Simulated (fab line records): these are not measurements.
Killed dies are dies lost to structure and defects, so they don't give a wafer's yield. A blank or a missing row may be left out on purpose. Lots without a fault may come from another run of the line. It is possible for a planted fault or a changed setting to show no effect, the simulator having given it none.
fab line records	flow nand_harc
record lots=11	wafers=33	last_day=33
route steps=1302 shown A_CONTACT@1048 END@1302
lots untouched by any fault: they come from a run of this same line in which no faults occurred
start_h: hours from the record's first day to the start of the lot's first wafer shown	wait_h: how many hours have passed since the lot's step before this one	" repeats the value in the row above	L1.1+2: a row that stands for several wafers	- no value present, or no start provided	* or withheld: withheld	< > ~ a bound
route shown NAME@n: NAME is a module with steps in the file, n the number in the route of the first one	usual: mean/standard deviation taken from wafers without a fault	same: alike in all rows	chamber/n: place in a boat	sites: per-site readings	_std_site: their standard deviation	_edge_site: the outer-site mean with the inner-site mean subtracted	radius_mm: how far each site lies from the wafer's centre	mask NAME#n: copy n	behind: tool/chamber where the wafer was last shaped	hold: what put the lot on hold/how long, in hours/how the hold closed	device: names the non-switching transistor (n, p or np)	end of line: the route-end tests of the same wafers	step lacking rows: just its recipe	killed: not the wafer's yield, but the dies lost to structure and defects at the first sort	map: dies across one wafer; x = killed, . = not, _ = none there
set.NAME: the setting as run; set.NAME@STEP: as run at that earlier step	model.NAME: the simulator's own value behind a step, which no gauge read
route steps across a sampled set of lots; one table per step, one row per wafer
services: the hour from which a tool's chamber was out of use, counted from the record's first day as start_h (under 0 if before that day), plus the number of hours and why
## steps
# step NHARC_A_CONTACT_ETCH_125
# recipe source_w=withheld	pressure_mtorr=20	bias_v=3000	time_s=197	target_depth_a=19180	ar_flow_sccm=withheld	c4f8_flow_sccm=withheld	o2_flow_sccm=withheld	chemistry=C4F8/O2/Ar
# usual oes_air_line_au=0.998/0.018
lot.wafer	tool	chamber	start_h	wait_h	oes_air_line_au	rf_hours_counter_h
L812.1	har_cap_etch-02	0	505.09	0.2	1.025	85
L812.3	"	0	"	"	1.005	-
L812.5	"	0	"	"	1.025	-
L816.1	har_cap_etch-03	0	540.37	0.2	1.002	49
L816.3	"	1	"	"	0.983	-
L816.6	"	1	"	"	0.991	-
L819.1	har_cap_etch-02	0	567.73	0.2	0.982	96
L819.4	"	0	"	"	0.981	-
L819.6	"	0	"	"	0.973	-
L822.1	har_cap_etch-02	0	621.72	0.2	1.007	103
L822.3	"	1	"	"	1.008	-
L822.6	"	1	"	"	0.989	-
L824.2	har_cap_etch-02	1	638.77	0.2	1.008	107
L824.4	"	1	"	"	1.014	-
L824.6	"	1	"	"	1.021	-
L828.2	har_cap_etch-01	0	673.37	0.2	1.014	25
L828.3	"	1	"	"	0.998	-
L828.5	"	1	"	"	1.013	-
L831.1	har_cap_etch-01	0	687.70	0.2	1.007	28
L831.4	"	0	"	"	0.997	-
L831.6	"	1	"	"	0.954	-
L832.2	har_cap_etch-01	1	709.86	0.2	1.011	34
L832.3	"	0	"	"	1.026	-
L832.5	"	1	"	"	0.992	-
L833.1	har_cap_etch-03	0	712.12	0.2	1.009	80
L833.3	"	0	"	"	0.990	-
L833.6	"	0	"	"	0.971	-
L835.1	har_cap_etch-01	0	733.89	0.2	0.993	38
L835.2	"	1	"	"	1.007	38
L835.4	"	1	"	"	0.987	-
L834.2	har_cap_etch-03	0	734.90	0.2	0.987	83
L834.5	"	0	"	"	1.006	-
L834.6	"	1	"	"	1.002	-
# step NHARC_A_CONTACT_ETCH_133
# recipe source_w=withheld	pressure_mtorr=20	bias_v=400	time_s=374	target_depth_a=16100	ar_flow_sccm=withheld	c4f8_flow_sccm=11.5	o2_flow_sccm=7.2	chemistry=C4F8/O2/Ar
# usual oes_air_line_au=1.001/0.02
lot.wafer	tool	chamber	start_h	wait_h	oes_air_line_au	rf_hours_counter_h
L812.1	har_cap_etch-02	0	506.50	0.1	1.019	87
L812.3	"	0	"	"	1.011	-
L812.5	"	0	"	"	1.024	-
L816.1	har_cap_etch-03	0	541.79	0.1	0.992	50
L816.3	"	1	"	"	1.021	-
L816.6	"	1	"	"	1.021	-
L819.1	har_cap_etch-02	0	569.15	0.1	1.019	98
L819.4	"	0	"	"	1.005	-
L819.6	"	0	"	"	1.007	-
L822.1	har_cap_etch-02	0	623.17	0.2	1.008	104
L822.3	"	1	"	"	1.009	-
L822.6	"	1	"	"	0.980	-
L824.2	har_cap_etch-02	1	640.18	0.1	1.006	108
L824.4	"	1	"	"	1.011	-
L824.6	"	1	"	"	1.028	-
L828.2	har_cap_etch-01	0	674.78	0.1	0.990	26
L828.3	"	1	"	"	0.960	-
L828.5	"	1	"	"	0.980	-
L831.1	har_cap_etch-01	0	689.15	0.2	1.007	29
L831.4	"	0	"	"	1.031	-
L831.6	"	1	"	"	0.968	-
L832.2	har_cap_etch-01	1	711.31	0.2	1.006	35
L832.3	"	0	"	"	0.967	-
L832.5	"	1	"	"	0.969	-
L833.1	har_cap_etch-03	0	713.53	0.1	1.013	81
L833.3	"	0	"	"	1.006	-
L833.6	"	0	"	"	1.020	-
L835.1	har_cap_etch-01	0	735.30	0.1	1.014	39
L835.2	"	1	"	"	1.013	39
L835.4	"	1	"	"	1.025	-
L834.2	har_cap_etch-03	0	736.61	0.2	0.999	84
L834.5	"	0	"	"	1.019	-
L834.6	"	1	"	"	0.978	-
# step NHARC_A_CONTACT_ETCH_97
# recipe target_depth_a=200	over_etch_frac=0.5	time_s=10	ion_energy_ev=250	c4f6_flow_sccm=25	o2_flow_sccm=20	ar_flow_sccm=500	rf_w=600	bias_w=500	chemistry=C4F6/O2
# usual bias_w=500.0/1.6	drypump_motor_current_A=5.9/0.49	oes_product_au=0.960/0.024	rf_vpp_V=547/3.1	showerhead_plenum_p_Torr=3.91/0.15	throttle_valve_pct=26.903/0.0085
lot.wafer	tool	chamber	start_h	wait_h	bias_w	drypump_motor_current_A	oes_product_au	rf_hours_counter_h	rf_vpp_V	showerhead_plenum_p_Torr	throttle_valve_pct
L812.3	rie_diel-08	0	-	-	497.7	5.6	0.960	24	544	3.81	26.911
L812.1	"	1	"	"	500.4	6.6	0.950	20	545	3.87	26.893
L812.5	"	3	"	"	500.2	6.5	0.963	-	548	3.88	26.906
L816.1	rie_diel-08	3	-	-	500.9	6.5	0.946	33	545	3.87	26.915
L816.3	"	2	"	"	500.5	5.7	0.930	31	544	3.80	26.898
L816.6	"	3	"	"	501.5	6.5	0.950	-	544	3.87	26.915
L819.1	rie_diel-04	2	570.11	0.1	501.0	5.1	0.950	9	550	4.15	26.891
L819.6	"	2	"	"	498.5	5.1	0.951	-	552	4.15	26.904
L819.4	"	3	"	"	499.6	5.5	0.952	-	553	4.22	26.906
L822.1	rie_diel-08	3	-	-	495.2	6.5	0.943	13	546	3.87	26.920
L822.3	"	2	"	"	500.5	5.7	0.923	12	546	3.80	26.895
L822.6	"	3	"	"	498.1	6.5	0.942	-	547	3.87	26.901
L824.4	rie_diel-08	0	-	-	500.2	5.6	0.959	16	545	3.80	26.908
L824.2	"	2	"	"	498.9	5.7	0.932	16	545	3.80	26.889
L824.6	"	1	"	"	503.3	6.6	0.957	-	543	3.85	26.897
L828.3	rie_diel-08	0	-	-	499.2	5.6	0.949	24	545	3.80	26.903
L828.2	"	1	"	"	501.5	6.6	0.947	22	546	3.85	26.902
L828.5	"	3	"	"	499.4	6.5	0.943	-	548	3.86	26.909
L831.1	rie_diel-08	1	-	-	501.3	6.6	0.944	25	546	3.85	26.899
L831.4	"	2	"	"	501.6	5.7	0.938	24	544	3.79	26.886
L831.6	"	3	"	"	503.0	6.5	0.954	-	546	3.86	26.910
L832.3	rie_diel-08	2	712.20	0.1	504.0	5.7	0.943	28	544	3.79	26.903
L832.2	"	3	"	"	500.9	6.5	0.953	30	544	3.86	26.898
L832.5	"	3	"	"	500.7	6.6	0.955	-	546	3.86	26.904
L833.1	rie_diel-08	0	714.48	0.1	497.9	5.6	1.003	30	544	3.79	26.916
L833.3	"	2	"	"	502.3	5.7	0.987	28	544	3.79	26.911
L833.6	"	0	"	"	500.2	5.6	1.005	-	543	3.79	26.899
L835.2	rie_diel-08	2	-	-	499.5	5.7	1.001	1	545	3.79	26.900
L835.4	"	3	"	"	502.3	6.5	0.990	1	545	3.85	26.897
L835.1	"	0	"	"	501.4	5.6	1.004	1	544	3.79	26.911
L834.2	rie_diel-04	2	737.71	0.1	499.6	5.1	0.960	8	551	4.12	26.903
L834.5	"	2	"	"	498.9	5.1	0.967	-	550	4.12	26.905
L834.6	"	3	"	"	500.8	5.5	0.969	-	552	4.18	26.900
# step NHARC_A_CONTACT_DESCUM_13
# recipe time_s=3	o2_flow_sccm=200	ar_flow_sccm=0	bias_power_w=0	chemistry=O2
# usual drypump_motor_current_A=6.0/0.48	oes_product_au=0.996/0.012	rf_vpp_V=57.5/0.84	showerhead_plenum_p_Torr=1.88/0.054	throttle_valve_pct=11.310/0.0094
lot.wafer	tool	chamber	start_h	wait_h	hold	drypump_motor_current_A	oes_product_au	rf_hours_counter_h	rf_vpp_V	showerhead_plenum_p_Torr	throttle_valve_pct
L812.3	rie_diel-08	3	513.23	0.1	-	6.5	0.994	27	58.7	1.89	11.306
L812.1	"	0	"	"	-	5.6	1.008	25	57.5	1.85	11.317
L812.5	"	3	"	"	-	6.5	0.995	-	56.8	1.89	11.309
L816.1	rie_diel-01	3	549.29	0.5	-	5.8	1.018	59	58.2	1.80	11.304
L816.3	"	0	"	"	-	5.7	1.001	63	59.5	1.92	11.312
L816.6	"	0	"	"	-	5.7	1.015	-	58.1	1.92	11.326
L819.4	rie_diel-08	3	573.93	0.1	-	6.5	0.995	5	58.5	1.88	11.303
L819.1	"	0	"	"	-	5.6	1.003	4	57.2	1.85	11.329
L819.6	"	3	"	"	-	6.5	1.001	-	55.6	1.88	11.297
L822.3	rie_diel-08	3	636.07	2.2	await_dispo/1.9h/release	6.5	0.994	13	57.9	1.88	11.312
L822.1	"	2	"	"	await_dispo/1.9h/release	5.7	0.969	13	58.9	1.85	11.314
L822.6	"	3	"	"	await_dispo/1.9h/release	6.5	1.005	-	56.5	1.88	11.313
L824.4	rie_diel-08	1	656.47	11.6	await_dispo/11.1h/release	6.6	0.997	16	58.9	1.88	11.299
L824.2	"	2	"	"	await_dispo/11.1h/release	5.7	0.982	16	58.3	1.84	11.325
L824.6	"	0	"	"	await_dispo/11.1h/release	5.6	0.996	-	57.4	1.85	11.316
L828.3	rie_diel-08	2	685.17	0.1	-	5.7	0.990	23	56.5	1.84	11.304
L828.2	"	3	"	"	-	6.5	1.011	25	56.5	1.88	11.312
L828.5	"	2	"	"	-	5.7	0.983	-	57.3	1.84	11.320
L831.4	rie_diel-08	0	695.26	0.1	-	5.6	1.008	28	55.8	1.84	11.311
L831.1	"	1	"	"	-	6.6	0.993	27	57.9	1.87	11.306
L831.6	"	0	"	"	-	5.6	1.012	-	56.9	1.84	11.309
L832.3	rie_diel-08	0	716.07	0.1	-	5.6	1.012	31	57.5	1.84	11.307
L832.2	"	3	"	"	-	6.5	1.009	30	58.1	1.88	11.308
L832.5	"	0	"	"	-	5.6	1.001	-	56.4	1.84	11.316
L833.3	rie_diel-08	0	719.30	0.1	-	5.6	1.009	32	57.6	1.84	11.317
L833.1	"	3	"	"	-	6.5	1.018	32	56.6	1.88	11.315
L833.6	"	0	"	"	-	5.6	1.017	-	58.0	1.84	11.312
L835.1	rie_diel-08	2	739.88	0.1	-	5.7	0.999	1	57.3	1.84	11.310
L835.4	"	3	"	"	-	6.5	0.993	1	56.4	1.88	11.331
L835.2	"	0	"	"	-	5.6	1.004	1	56.8	1.84	11.302
L834.2	rie_diel-08	0	741.62	0.1	-	5.6	1.008	1	58.1	1.84	11.311
L834.6	"	1	"	"	-	6.6	0.995	-	57.6	1.87	11.305
L834.5	"	2	"	"	-	5.7	0.997	-	56.9	1.84	11.291
# step NHARC_A_CONTACT_ETCH_137
# recipe source_w=withheld	pressure_mtorr=20	bias_v=1200	time_s=311	target_depth_a=19120	ar_flow_sccm=withheld	c4f8_flow_sccm=withheld	o2_flow_sccm=withheld	chemistry=C4F8/O2/Ar
# usual oes_air_line_au=0.999/0.023
lot.wafer	tool	chamber	start_h	wait_h	oes_air_line_au	rf_hours_counter_h
L812.1	har_cap_etch-01	1	515.12	0.2	0.990	1
L812.3	"	1	"	"	0.998	-
L812.5	"	0	"	"	1.001	-
L816.1	har_cap_etch-02	1	551.15	0.2	0.978	93
L816.3	"	1	"	"	1.019	-
L816.6	"	0	"	"	0.972	-
L819.1	har_cap_etch-02	1	575.84	0.2	1.009	99
L819.4	"	0	"	"	1.021	-
L819.6	"	1	"	"	0.999	-
L822.1	har_cap_etch-03	0	637.93	0.2	1.000	65
L822.3	"	1	"	"	0.984	-
L822.6	"	0	"	"	0.968	-
L824.2	har_cap_etch-01	1	658.64	0.3	1.008	22
L824.4	"	1	"	"	1.042	-
L824.6	"	0	"	"	0.990	-
L828.2	har_cap_etch-02	1	687.07	0.2	0.981	117
L828.3	"	0	"	"	0.979	-
L828.5	"	1	"	"	0.938	-
L831.1	har_cap_etch-02	1	697.11	0.2	1.008	120
L831.4	"	0	"	"	1.042	-
L831.6	"	1	"	"	1.038	-
L832.2	har_cap_etch-02	1	718.27	0.2	1.000	123
L832.3	"	0	"	"	1.005	-
L832.5	"	0	"	"	0.962	-
L833.1	har_cap_etch-03	1	721.49	0.3	1.030	82
L833.3	"	1	"	"	1.004	-
L833.6	"	0	"	"	1.051	-
L835.1	har_cap_etch-02	1	741.75	0.2	1.040	127
L835.2	"	0	"	"	1.033	127
L835.4	"	1	"	"	1.003	-
L834.2	har_cap_etch-01	0	743.51	0.2	0.988	40
L834.5	"	1	"	"	0.966	-
L834.6	"	0	"	"	0.975	-
# step NHARC_END_SORT_01
# recipe temp_c=25
# usual killed_at_array=53/21	killed_at_other=0.8/1.1	killed_at_periphery=4.2/2.7	killed_dies=58/22	killed_open=3.4/1.9	killed_short=2.5/1.6
# same gross_dies=677
lot.wafer	tool	chamber	start_h	wait_h	killed_at_array	killed_at_other	killed_at_periphery	killed_dies	killed_open	killed_short
L812.1	prober-01	0	562.88	2.5	42	0	5	47	5	3
L812.3	prober-01	0	564.49	3.1	41	0	3	44	0	3
L812.5	prober-01	0	566.09	3.7	54	0	8	62	3	7
L819.1	prober-02	0	621.13	2.5	82	1	2	85	6	6
L819.4	prober-02	0	623.49	3.4	83	0	1	84	3	6
L819.6	prober-02	0	625.07	3.9	81	0	6	87	6	8
L822.1	prober-02	0	711.63	2.5	120	0	5	125	2	4
L822.3	prober-02	0	713.24	3.1	132	0	8	140	5	4
L822.6	prober-02	0	715.65	4.0	114	0	4	118	2	2
L824.2	prober-02	0	727.99	2.8	101	0	4	105	1	2
L824.4	prober-02	0	729.56	3.4	107	0	4	111	2	2
L824.6	prober-02	0	731.13	3.9	112	1	4	117	3	1
L828.2	prober-01	0	733.12	2.8	51	0	6	57	4	2
L828.3	prober-01	0	733.90	3.1	71	1	4	76	1	2
L828.5	prober-01	0	735.47	3.6	71	0	2	73	3	3
L833.1	prober-02	0	773.83	2.5	71	0	1	72	0	2
L833.3	prober-02	0	775.43	3.1	68	0	4	72	5	1
L833.6	prober-02	0	777.83	4.0	77	0	2	79	6	3
L835.1	prober-02	0	789.04	2.5	82	0	3	85	4	0
L835.2	prober-02	0	789.84	2.8	76	0	3	79	3	3
L835.4	prober-02	0	791.43	3.4	61	0	0	61	3	1
# killed by level:class
L812.1 A_CHANNEL_HOLE_D2:chamber_film_flake=32 A_CONTACT:chamber_film_flake=2 P_STI:geometric_particle:short=1 P_M0:geometric_particle:open=1 P_M1:geometric_particle:open=1 A_ONON_D1:geometric_particle:open=1 A_DECK1_JOINT:geometric_particle:open=1 A_CHANNEL_HOLE_D2:geometric_particle:short=1
L812.3 A_CHANNEL_HOLE_D2:chamber_film_flake=31 A_CHANNEL_HOLE_D1:chamber_film_flake=2 A_CONTACT:unspecified=2 P_CONTACT:geometric_particle:short=1 A_SGD_CUT:geometric_particle:short=1 A_M1:geometric_particle:short=1 P_ZERO_WELL:chamber_film_flake=1 P_GATE:chamber_film_flake=1
L812.5 A_CHANNEL_HOLE_D2:chamber_film_flake=37 P_GATE:chamber_film_flake=4 A_M0:geometric_particle:short=2 P_BONDPAD:chamber_film_flake=2 A_CHANNEL_HOLE_D1:chamber_film_flake=2 A_STAIRCASE:chamber_film_flake=2 A_CONTACT:unspecified=2 P_CONTACT:geometric_particle:open=1
L819.1 A_CHANNEL_HOLE_D1:chamber_film_flake=33 A_CHANNEL_HOLE_D2:chamber_film_flake=18 A_STAIRCASE:chamber_film_flake=12 A_CONTACT:chamber_film_flake=9 P_M0:geometric_particle:open=2 A_DECK1_JOINT:geometric_particle:open=2 A_ONON_D2:geometric_particle:short=2 A_ONON_D1:geometric_particle:short=1
L819.4 A_CHANNEL_HOLE_D1:chamber_film_flake=30 A_CHANNEL_HOLE_D2:chamber_film_flake=28 A_STAIRCASE:chamber_film_flake=8 A_CONTACT:chamber_film_flake=6 A_SGD_CUT:geometric_particle:short=2 A_CHANNEL_FILL_D2:chamber_film_flake=2 P_CONTACT:geometric_particle:open=1 A_CHANNEL_FILL_D1:geometric_particle:short=1
L819.6 A_CHANNEL_HOLE_D2:chamber_film_flake=31 A_CHANNEL_HOLE_D1:chamber_film_flake=28 A_CONTACT:chamber_film_flake=7 A_STAIRCASE:chamber_film_flake=5 P_M1:geometric_particle:open=2 A_CHANNEL_FILL_D2:geometric_particle:short=2 P_STI:geometric_particle:short=1 P_CONTACT:geometric_particle:open=1
L822.1 A_CONTACT:unspecified=70 A_SLIT:chamber_film_flake=26 A_CHANNEL_HOLE_D1:chamber_film_flake=8 A_CHANNEL_HOLE_D2:chamber_film_flake=6 P_GATE:chamber_film_flake=3 A_CHANNEL_FILL_D1:geometric_particle:short=2 A_CONTACT:chamber_film_flake=2 A_ONON_D1:geometric_particle:short=1
L822.3 A_CONTACT:unspecified=64 A_SLIT:chamber_film_flake=32 A_CHANNEL_HOLE_D2:chamber_film_flake=22 P_BONDPAD:chamber_film_flake=3 A_CHANNEL_HOLE_D1:chamber_film_flake=3 A_CONTACT:chamber_film_flake=3 P_M0:geometric_particle:open=2 P_ZERO_WELL:chamber_film_flake=2
L822.6 A_CONTACT:unspecified=67 A_SLIT:chamber_film_flake=23 A_CHANNEL_HOLE_D2:chamber_film_flake=13 P_BONDPAD:chamber_film_flake=3 A_M1:chamber_film_flake=2 A_ONON_D1:geometric_particle:open=1 A_DECK1_JOINT:geometric_particle:short=1 A_SGD_CUT:geometric_particle:short=1
L824.2 A_CONTACT:unspecified=64 A_CHANNEL_HOLE_D1:chamber_film_flake=31 P_CONTACT:chamber_film_flake=4 A_ONON_D2:geometric_particle:short=2 A_M1:geometric_particle:open=1 A_STAIRCASE:chamber_film_flake=1 A_SLIT:chamber_film_flake=1 A_CONTACT:chamber_film_flake=1
L824.4 A_CONTACT:unspecified=65 A_CHANNEL_HOLE_D1:chamber_film_flake=34 P_CONTACT:chamber_film_flake=2 A_SLIT:chamber_film_flake=2 A_CONTACT:chamber_film_flake=2 P_CONTACT:geometric_particle:short=1 P_M1:geometric_particle:open=1 A_ONON_D2:geometric_particle:open=1
L824.6 A_CONTACT:unspecified=70 A_CHANNEL_HOLE_D1:chamber_film_flake=37 P_CONTACT:chamber_film_flake=2 A_WL_FILL:geometric_particle:short=1 A_CONTACT:geometric_particle:open=1 A_M0:geometric_particle:open=1 STARTING-WAFER:geometric_particle:open=1 P_STI:chamber_film_flake=1
L828.2 A_SLIT:chamber_film_flake=25 A_CHANNEL_HOLE_D2:chamber_film_flake=16 A_CHANNEL_HOLE_D1:chamber_film_flake=4 P_ZERO_WELL:chamber_film_flake=3 A_WL_FILL:geometric_particle:short=2 P_GATE:geometric_particle:open=1 P_M0:geometric_particle:open=1 A_ONON_D1:geometric_particle:open=1
L828.3 A_SLIT:chamber_film_flake=35 A_CHANNEL_HOLE_D2:chamber_film_flake=18 A_CHANNEL_HOLE_D1:chamber_film_flake=9 A_WL_FILL:chamber_film_flake=4 A_CONTACT:chamber_film_flake=2 A_ONON_D1:geometric_particle:short=1 A_CHANNEL_FILL_D1:geometric_particle:open=1 A_M0:geometric_particle:short=1
L828.5 A_SLIT:chamber_film_flake=32 A_CHANNEL_HOLE_D2:chamber_film_flake=24 A_CHANNEL_HOLE_D1:chamber_film_flake=6 A_M0:geometric_particle:short=2 A_WL_FILL:chamber_film_flake=2 P_M0:geometric_particle:open=1 A_CHANNEL_FILL_D1:geometric_particle:open=1 A_ONON_D2:geometric_particle:short=1
L833.1 A_SLIT:chamber_film_flake=35 A_CHANNEL_HOLE_D2:chamber_film_flake=20 A_CONTACT:chamber_film_flake=7 A_STAIRCASE:chamber_film_flake=6 A_ONON_D2:geometric_particle:short=1 A_CHANNEL_FILL_D2:geometric_particle:short=1 P_ZERO_WELL:chamber_film_flake=1 A_WL_FILL:chamber_film_flake=1
L833.3 A_SLIT:chamber_film_flake=30 A_CHANNEL_HOLE_D2:chamber_film_flake=21 A_CONTACT:chamber_film_flake=6 A_STAIRCASE:chamber_film_flake=4 A_CONTACT:geometric_particle:open=3 P_CONTACT:chamber_film_flake=2 P_M2:geometric_particle:open=1 A_ONON_D1:geometric_particle:open=1
L833.6 A_SLIT:chamber_film_flake=33 A_CHANNEL_HOLE_D2:chamber_film_flake=25 A_STAIRCASE:chamber_film_flake=8 A_CONTACT:chamber_film_flake=4 A_WL_FILL:geometric_particle:short=2 P_M2:geometric_particle:open=1 P_M2:geometric_particle:short=1 A_CHANNEL_HOLE_D1:geometric_particle:open=1
L835.1 A_CHANNEL_HOLE_D2:chamber_film_flake=30 A_CHANNEL_HOLE_D1:chamber_film_flake=17 A_SLIT:chamber_film_flake=13 A_CONTACT:chamber_film_flake=11 A_WL_FILL:chamber_film_flake=3 A_CHANNEL_FILL_D1:chamber_film_flake=2 A_CHANNEL_FILL_D2:chamber_film_flake=2 P_CONTACT:geometric_particle:open=1
L835.2 A_CHANNEL_HOLE_D2:chamber_film_flake=39 A_CHANNEL_HOLE_D1:chamber_film_flake=18 A_CONTACT:chamber_film_flake=8 A_SLIT:chamber_film_flake=4 A_CHANNEL_FILL_D1:chamber_film_flake=2 A_CHANNEL_FILL_D2:chamber_film_flake=2 P_GATE:geometric_particle:open=1 P_CONTACT:geometric_particle:open=1
L835.4 A_CHANNEL_HOLE_D2:chamber_film_flake=23 A_CHANNEL_HOLE_D1:chamber_film_flake=11 A_CONTACT:chamber_film_flake=10 A_SLIT:chamber_film_flake=8 A_CHANNEL_FILL_D2:chamber_film_flake=4 A_DECK1_JOINT:geometric_particle:open=1 A_STAIRCASE:geometric_particle:open=1 A_CONTACT:geometric_particle:open=1
## services
tool	chamber	start_h	hours	kind
rie_diel-04	-	486.02	0.6	repair
har_cap_etch-02	-	489.05	0.5	repair
har_cap_etch-01	-	497.00	17.0	pm
rie_diel-08	0	499.88	-	clean
rie_diel-08	1	499.88	-	clean
rie_diel-08	2	499.88	-	clean
rie_diel-08	3	499.88	-	clean
rie_diel-08	0	524.38	-	clean
rie_diel-08	1	524.38	-	clean
rie_diel-08	2	524.38	-	clean
rie_diel-08	3	524.38	-	clean
rie_diel-04	-	535.83	9.0	pm
rie_diel-08	-	545.31	9.0	pm
rie_diel-08	0	545.31	9.0	vent_cycle
rie_diel-08	1	545.31	9.0	vent_cycle
rie_diel-01	1	558.22	4.2	repair
rie_diel-01	-	560.99	9.0	pm
rie_diel-04	2	634.37	5.1	repair
rie_diel-01	1	646.94	11.9	repair
rie_diel-08	1	709.58	7.9	repair
rie_diel-04	-	712.83	9.0	pm
rie_diel-08	-	722.31	9.0	pm
rie_diel-01	-	737.99	9.0	pm
har_cap_etch-02	-	739.51	0.3	repair
## key
first_sign step=NHARC_END_SORT_01	reading=killed_at_array	direction=up	sigmas=2.9	usual=53	struck=114
effect step=NHARC_END_SORT_01	reading=killed_dies	direction=up	sigmas=2.8	usual=58	struck=119
more_kills_born_at NHARC_A_CONTACT_ETCH_125@har_cap_etch-02=390
met_at NHARC_A_CONTACT_ETCH_125
struck_lots L822,L824
tester_left_out L822,L824
not_acting_at NHARC_A_CONTACT_ETCH_133,NHARC_A_CONTACT_ETCH_97,NHARC_A_CONTACT_ETCH_137
onset_between 567.73 621.72
fault kind=chamber_particle_source	tool=har_cap_etch-02	chamber=-	onset_h=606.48	steps=NHARC_A_CONTACT_ETCH_125	rate_per_visit_cm2=0.46964	end_h=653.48
# tester_left_out: of these lots the tester's yield and bins aren't shown, on N5 and GAA mostly nor the transistor test; their killed dies are dies lost to structure and defects alone, not to doping, threshold or leakage, so they don't give the yield
